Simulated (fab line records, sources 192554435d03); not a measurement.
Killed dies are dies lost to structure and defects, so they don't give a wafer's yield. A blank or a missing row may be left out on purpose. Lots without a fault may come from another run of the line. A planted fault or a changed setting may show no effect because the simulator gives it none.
A struck lot beside a sound one | flow n5_finfet | 21 steps out of a route of 1938
Sound: wafers L423.1, L423.5, L423.6. Struck: wafers L420.1, L420.3, L420.4. The cause comes at the end.
At each step with rows: each side's tool, then ch and its chambers, then its first start. Under that, the readings that differ: sound wafers | struck wafers | difference of the means | sigmas: that difference in standard deviations of wafers without a fault.
alike: readings whose means differ by less than 2 such deviations, and words and numbers that are the same on both sides. not compared: withheld readings, readings that some wafer has no value for, bounds like >300 that may hide the same value, and numbers for which the record gives no deviation and whose values overlap.
The two part at a step that has a row with sigmas, a row that says differs or no value, or rows on one side only. Numbers that don't overlap but have no deviation are shown without sigmas and don't part them. A reading that every wafer of one side lacks parts them only if that side has two wafers or more.

first, 9 steps without rows for these wafers: N5_BEOL_M5_PRE_CLEAN_77 (time 15 s); N5_BEOL_M5_CO_CAP_78 (material Co, precursor CCTBA/H2, target thk 2 nm, time 102.1 s); N5_BEOL_M5_PRE_CLEAN_55 (time 15 s); N5_BEOL_M5_DEP_56 (deposits SiCN from 3MS/NH3, target thk 8 nm, time 14 s); N5_BEOL_M6_ILD_DEP_00 (deposits SiCOH lowk from DEMS/porogen, target thk 179.75 nm, time 33.4 s); N5_BEOL_M6_CURE_74 (cures SiCOH lowk, time 240 s); N5_BEOL_M6_PECVD_70 (deposits SiO2 from TEOS/O2, target thk 20 nm, time 22.7 s); N5_BEOL_M6_HM_DEP_02 (deposits TiN, target thk 20 nm); N5_BEOL_M6_COAT_59 (time 60 s, resist thk 100 nm).
N5_BEOL_M6_COAT_60: time 60 s, resist thk 35 nm.
  sound on litho_track-03 ch 0, day 14 01:59; struck on litho_track-05 ch 0, day 13 15:29
  reading                                    | sound                | struck               | difference | sigmas
  spin_speed_rpm (rpm)                       | 1501.3 1501.4 1498.2 | 1400.6 1399.9 1399.6 | -100.3     | -99 or more
  model.SiARC_of_BEOL_M6_COAT_60.thk_nm (nm) | 35.2 35.4 35.2       | 36.2 36.4 36.2       | +1.0       |
  alike: chill_plate_temp_C
then, 7 steps without rows for these wafers: N5_BEOL_M6_COAT_05 (resist thk 90 nm); N5_BEOL_M6_EBR_07; N5_BEOL_M6_SOFTBAKE_06 (time 60 s); N5_BEOL_M6_EXPOSE_08 (exposes mask M6); N5_BEOL_M6_PEB_09 (peb time 60 s); N5_BEOL_M6_DEVELOP_10 (develop time 30 s); N5_BEOL_M6_DESCUM_16 (chemistry O2, time 7.9 s).
N5_BEOL_M6_ETCH_61: etches SiARC in CF4, target depth 45.5 nm, time 75.8 s.
  sound on rie_diel-03 ch 0,1,2, day 14 02:28; struck on rie_diel-06 ch 0,1,2, day 13 15:53
  reading                                      | sound             | struck            | difference | sigmas
  model.etch.depth_nm (nm)                     | 35.29 35.31 35.27 | 36.18 36.33 36.29 | +0.98      |
  model.CAR-ArF_of_BEOL_M6_COAT_05.thk_nm (nm) | 51 50.8 50.6      | 49.8 49.4 49.4    | -1.3       |
  alike: drypump_motor_current_A, etch_rf_on_time_s, oes_product_au, rf_vpp_V, showerhead_plenum_p_Torr, throttle_valve_pct
  not compared: rf_hours_counter_h
N5_BEOL_M6_ETCH_62: etches SOC in N2/H2, target depth 110 nm, overetch 22 nm, time 165 s.
  sound on rie_diel-03 ch 0,1,2, day 14 02:32; struck on rie_diel-06 ch 0,1,2, day 13 15:57
  reading                                    | sound        | struck         | difference | sigmas
  model.SiARC_of_BEOL_M6_COAT_60.thk_nm (nm) | 28.6 29 28.6 | 29.4 29.8 29.8 | +0.9       |
  alike: drypump_motor_current_A, oes_product_au, rf_vpp_V, showerhead_plenum_p_Torr, throttle_valve_pct
  not compared: rf_hours_counter_h
then, 1 step without rows for these wafers: N5_BEOL_M6_STRIP_68 (strips in N2/H2).
-- the record jumps here: 4 days lie between the struck wafers' starts before and after (it left off in module BEOL_M6 and takes up again in module PASSIVATION, whose first step shown is number 1936 of the route) --
N5_PASSIVATION_PROBE_49:
  sound on prober-01, day 17 15:41; struck on prober-01, day 17 09:12
  reading              | sound    | struck | difference | sigmas
  sort_bin_8_speed (%) | 0.93 0 0 | 0 0 0  | +0         | -4
  alike: defect_limited_yield, killed_at_M0_to_M3, killed_at_M4_up, killed_at_contacts, killed_at_front_end, killed_at_other, killed_dies, killed_on_rim, killed_open, killed_short, sort_bin_5_function, sort_bin_6_memory, sort_n_pass, sort_yield_pct

WHERE THEY PART
First at N5_BEOL_M6_COAT_60; last, within this record, at N5_PASSIVATION_PROBE_49.

WHY: what the simulator had put in
Process parameter drift: litho_track-05, from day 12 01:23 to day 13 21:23, at N5_BEOL_M6_COAT_60. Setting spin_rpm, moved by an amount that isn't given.
